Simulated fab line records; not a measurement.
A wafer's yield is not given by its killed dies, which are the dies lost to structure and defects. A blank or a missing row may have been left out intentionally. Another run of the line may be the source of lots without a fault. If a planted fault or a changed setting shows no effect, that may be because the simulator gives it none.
Split-lot trial | flow n5-finfet | route with 1938 steps; 7 lots, 21 wafers read

== ABOUT THE SPLIT ==
At N5_SD_EPI_N_COAT_32 (time 60 s, resist thk 350 nm), the setting spin-rpm was moved away from the recipe's 1500 rpm on 6 of the 21 wafers read, by -8.5% to +4.7%. The other wafers ran this setting at the recipe's value.

The reading comes from the split's own step.

== THE READING ==
SOC_of_SD_EPI_N_COAT_32.thk-nm (the simulator's own value, which no gauge read), in nm, at N5_SD_EPI_N_COAT_32 (time 60 s, resist thk 350 nm). The file does not state a usual value for it. Across the 15 wafers here that went through the recipe, the average is 349.8 nm and the standard deviation 0.8 nm.

wafer  | tool, chamber at the split | spin-rpm as run, rpm | against the recipe | SOC_of_SD_EPI_N_COAT_32.thk-nm, nm | against lot-mates on the recipe
L079.3 | litho-track-02, 0          | 1500                 | recipe             | 348.2                              | -
L079.5 | litho-track-02, 0          | 1500                 | recipe             | 349                                | -
L079.6 | litho-track-02, 0          | 1500                 | recipe             | 349                                | -
L084.1 | litho-track-04, 0          | 1500                 | recipe             | 349                                | -
L084.2 | litho-track-04, 0          | 1500                 | recipe             | 349.2                              | -
L084.6 | litho-track-04, 0          | 1500                 | recipe             | 350.2                              | -
L085.2 | litho-track-03, 0          | 1570                 | +4.7%              | 341.2                              | -8.6
L085.5 | litho-track-03, 0          | 1500                 | recipe             | 349.8                              | -
L085.6 | litho-track-03, 0          | 1570                 | +4.7%              | 342.2                              | -7.6
L091.1 | litho-track-03, 0          | 1500                 | recipe             | 350                                | -
L091.4 | litho-track-03, 0          | 1500                 | recipe             | 351.2                              | -
L091.5 | litho-track-03, 0          | 1444                 | -3.7%              | 357                                | +6.4
L092.3 | litho-track-02, 0          | 1413                 | -5.8%              | 361.8                              | +11.8
L092.4 | litho-track-02, 0          | 1500                 | recipe             | 349.6                              | -
L092.5 | litho-track-02, 0          | 1500                 | recipe             | 350.4                              | -
L096.2 | litho-track-04, 0          | 1373                 | -8.5%              | 365.4                              | +15.2
L096.3 | litho-track-04, 0          | 1373                 | -8.5%              | 365.6                              | +15.4
L096.4 | litho-track-04, 0          | 1500                 | recipe             | 350.2                              | -
L097.1 | litho-track-04, 0          | 1500                 | recipe             | 351                                | -
L097.2 | litho-track-04, 0          | 1500                 | recipe             | 350.4                              | -
L097.4 | litho-track-04, 0          | 1500                 | recipe             | 350.2                              | -

THE FIT
A straight line over all 21 wafers: SOC_of_SD_EPI_N_COAT_32.thk-nm changes by -1.86 nm for each +1% of spin-rpm; r = -0.99; the points scatter about the line by 0.79 nm.
The same after taking each lot's own level away (the mean of its wafers on the recipe; 21 wafers): -1.82 nm for each +1%; r = -1.00; scatter 0.52 nm.
Per that fit: largest spin-rpm move, reading shift of 15 nm.
From 348.73 to 350.60 nm: that is the span of the lots' own levels, equal to 2.3 times the standard deviation above.
So the lot-to-lot level changes the slope little: the two slopes agree.
Check: +15.6 nm against its lot-mates is what the line predicts for one of the wafers moved furthest among these (-8.5%) when that wafer is left out of the fit. Against them it came out at +15.2 nm.

== ADDITIONAL SPLITS CARRIED BY THESE WAFERS ==
Note: prior to the reading, these wafers also went through further splits. Each is held against what the fit with the lots' levels taken away leaves over:
other split on the same wafers | wafers away from the commonest value | r with SOC_of_SD_EPI_N_COAT_32.thk-nm (lot level and that fit taken away)
N5_FIN_SAQP_COAT_49 spin-rpm   | 3                                    | -0.10
N5_DUMMY_GATE_COAT_35 spin-rpm | 7                                    | +0.00

== FILE'S OWN FIT ==
SOC_of_SD_EPI_N_COAT_32.thk-nm changes by -1.84 nm for each +1% of spin-rpm, r = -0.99.
